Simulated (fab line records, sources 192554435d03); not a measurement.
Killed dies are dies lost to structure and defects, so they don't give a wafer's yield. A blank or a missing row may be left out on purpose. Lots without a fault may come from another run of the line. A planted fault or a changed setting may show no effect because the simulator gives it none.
Split-lot experiment | flow n5_finfet | 7 lots, 39 wafers read, on a route of 1938 steps

THE SPLIT
At N5_MOL_CONTACT_COAG_VIA_ETCH_46 (etches SiO2 in C4F6/O2, target depth 46 nm, overetch 9.2 nm, time 40 s), the setting target_depth_a was moved away from the recipe's 460 angstrom on 9 of the 39 wafers read, by -27.4% to +32.2%. The other wafers ran this setting at the recipe's value.

The reading is taken at the split's own step.

THE READING
SOC_of_MOL_CONTACT_COAG_COAT_75.thk_nm (the simulator's own value, which no gauge read), in nm, at N5_MOL_CONTACT_COAG_VIA_ETCH_46 (etches SiO2 in C4F6/O2, target depth 46 nm, overetch 9.2 nm, time 40 s). The file gives no usual value for it. The 30 wafers here that ran the recipe average 50.8 nm, standard deviation 0.12 nm.

wafer  | tool, chamber at the split | target_depth_a as run, angstrom | against the recipe | SOC_of_MOL_CONTACT_COAG_COAT_75.thk_nm, nm | against lot-mates on the recipe
L075.1 | rie_diel-01, 1             | 460                             | recipe             | 51                                         | -
L075.6 | rie_diel-01, 1             | 460                             | recipe             | 51                                         | -
L075.2 | rie_diel-01, 3,0,2         | 333.9                           | -27.4%             | 52.4                                       | +1.5
L075.4 | rie_diel-01, 3,0,2         | 333.9                           | -27.4%             | 52.4                                       | +1.5
L075.5 | rie_diel-01, 3,0,2         | 333.9                           | -27.4%             | 52.4                                       | +1.5
L075.3 | rie_diel-01, 2             | 460                             | recipe             | 50.8                                       | -
L076.1 | rie_diel-01, 2,3,1,2,3     | 460                             | recipe             | 50.8                                       | -
L076.2 | rie_diel-01, 2,3,1,2,3     | 460                             | recipe             | 50.8                                       | -
L076.3 | rie_diel-01, 2,3,1,2,3     | 460                             | recipe             | 50.8                                       | -
L076.5 | rie_diel-01, 2,3,1,2,3     | 460                             | recipe             | 50.8                                       | -
L076.6 | rie_diel-01, 2,3,1,2,3     | 460                             | recipe             | 50.8                                       | -
L076.4 | rie_diel-01, 1             | 460                             | recipe             | 51                                         | -
L079.1 | rie_diel-03, 1,0,3,2       | 460                             | recipe             | 50.8                                       | -
L079.2 | rie_diel-03, 1,0,3,2       | 460                             | recipe             | 50.8                                       | -
L079.3 | rie_diel-03, 1,0,3,2       | 460                             | recipe             | 50.8                                       | -
L079.6 | rie_diel-03, 1,0,3,2       | 460                             | recipe             | 50.8                                       | -
L079.4 | rie_diel-03, 2             | 460                             | recipe             | 50.6                                       | -
L079.5 | rie_diel-03, 3             | 460                             | recipe             | 51                                         | -
L081.1 | rie_diel-04, 3             | 460                             | recipe             | 50.6                                       | -
L081.2 | rie_diel-04, 2,0           | 460                             | recipe             | 50.8                                       | -
L081.4 | rie_diel-04, 2,0           | 460                             | recipe             | 50.8                                       | -
L086.1 | rie_diel-03, 0,2,1         | 460                             | recipe             | 50.8                                       | -
L086.4 | rie_diel-03, 0,2,1         | 460                             | recipe             | 50.8                                       | -
L086.5 | rie_diel-03, 0,2,1         | 460                             | recipe             | 50.8                                       | -
L086.2 | rie_diel-03, 1,3,2         | 460                             | recipe             | 51                                         | -
L086.3 | rie_diel-03, 1,3,2         | 460                             | recipe             | 51                                         | -
L086.6 | rie_diel-03, 1,3,2         | 460                             | recipe             | 51                                         | -
L090.1 | rie_diel-04, 2,0           | 460                             | recipe             | 50.8                                       | -
L090.4 | rie_diel-04, 2,0           | 460                             | recipe             | 50.8                                       | -
L090.2 | rie_diel-04, 3             | 368.5                           | -19.9%             | 51.8                                       | +1.1
L090.5 | rie_diel-04, 3             | 368.5                           | -19.9%             | 51.8                                       | +1.1
L090.3 | rie_diel-04, 1             | 368.5                           | -19.9%             | 51.6                                       | +0.9
L090.6 | rie_diel-04, 2             | 460                             | recipe             | 50.6                                       | -
L096.1 | rie_diel-03, 3             | 460                             | recipe             | 50.8                                       | -
L096.5 | rie_diel-03, 3             | 460                             | recipe             | 50.8                                       | -
L096.2 | rie_diel-03, 1             | 608.2                           | +32.2%             | 49.2                                       | -1.7
L096.3 | rie_diel-03, 2             | 460                             | recipe             | 51                                         | -
L096.4 | rie_diel-03, 0             | 608.2                           | +32.2%             | 49.4                                       | -1.5
L096.6 | rie_diel-03, 0             | 608.2                           | +32.2%             | 49.4                                       | -1.5
Where a row lists several chambers, the file gives one row for several wafers and doesn't say which wafer went through which chamber.

THE FIT
A straight line over all 39 wafers: SOC_of_MOL_CONTACT_COAG_COAT_75.thk_nm changes by -0.0498 nm for each +1% of target_depth_a; r = -0.98; the points scatter about the line by 0.13 nm.
The same after taking each lot's own level away (the mean of its wafers on the recipe; 39 wafers): -0.05 nm for each +1%; r = -0.99; scatter 0.1 nm.
On that fit, the largest move of target_depth_a shifts the reading by 1.6 nm.
The lots' own levels span 50.73 to 50.93 nm, that is 1.7 times the standard deviation above.
So the lot-to-lot level changes the slope little: the two slopes agree.
Check: with one of the wafers moved furthest among these (+32.2%) left out of the fit, the line predicts -1.58 nm for it against its lot-mates. It came out at -1.67 nm against them.

OTHER SPLITS ON THESE WAFERS
These wafers also went through other splits before the reading. Each is held against what the fit with the lots' levels taken away leaves over:
other split on the same wafers          | wafers away from the commonest value | r with SOC_of_MOL_CONTACT_COAG_COAT_75.thk_nm (lot level and that fit taken away)
N5_ZERO_LAYER_DEVELOP_10 develop_time_s | 18                                   | +0.15
N5_FIN_SAQP_HM_DEP_72 target_thk_a      | 15                                   | +0.00
N5_DUMMY_GATE_HM_DEP_06 target_thk_a    | 18                                   | -0.07
N5_HKMG_FIN_ALD_91 ald_cycles           | 18                                   | +0.01

THE FILE'S OWN FIT
SOC_of_MOL_CONTACT_COAG_COAT_75.thk_nm changes by -0.0501 nm for each +1% of target_depth_a, r = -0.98.
